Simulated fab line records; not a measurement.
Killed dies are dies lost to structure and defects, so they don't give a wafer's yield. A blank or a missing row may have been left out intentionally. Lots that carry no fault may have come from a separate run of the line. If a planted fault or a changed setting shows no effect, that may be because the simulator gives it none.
Chamber matching ; flow nand_harc ; cmp-03 running NHARC_P_BONDPAD_CMP_19: 4 sister chambers
The step polishes, t overpolish 30 s, cu recess touch 16 s, target thk 160.81 nm. 4 wafers are shown with their chamber, then 9 later ones without.

WAFERS WITH THEIR CHAMBER
wafer;chamber;motor_current_A (A)
L085.4;1;10.3
L092.2;2;13.0
L092.3;3;11.9
L092.5;0;12.1

WAFERS WHOSE CHAMBER IS MISSING
wafer;motor_current_A (A)
L094.2;11.8
L094.5;13.0
L094.6;10.4
L095.3;13.1
L095.5;12.0
L095.6;12.7
L097.3;12.1
L097.5;12.5
L097.6;10.5

THE CHAMBER EACH PASSED THROUGH
wafer;from the rows above;in truth
L094.2;can't be placed: 3 or 0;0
L094.5;2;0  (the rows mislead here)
L094.6;1;1
L095.3;2;2
L095.5;can't be placed: 0 or 3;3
L095.6;can't be placed: 2 or 0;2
L097.3;can't be placed: 0 or 3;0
L097.5;can't be placed: 0 or 2 or 3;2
L097.6;1;1
Correctly placed: 3 of 9. Can't be placed from these rows: 5 (the true chamber is among the candidates in 5). Number placed wrongly: 1.
How it was worked out, from the rows above alone: a wafer's distance from a chamber is the root of the sum, over the readings, of the square of ((its reading less the chamber's mean) divided by the reading's scatter). The wafer belongs to the nearest chamber; if the next one is less than 2 further off, it can't be placed. For every chamber, the mean is computed from those of its wafers that are shown. The scatter (one wafer shown for each chamber): square how far every hidden wafer sits from the nearest shown wafer, average those squares and take the square root.
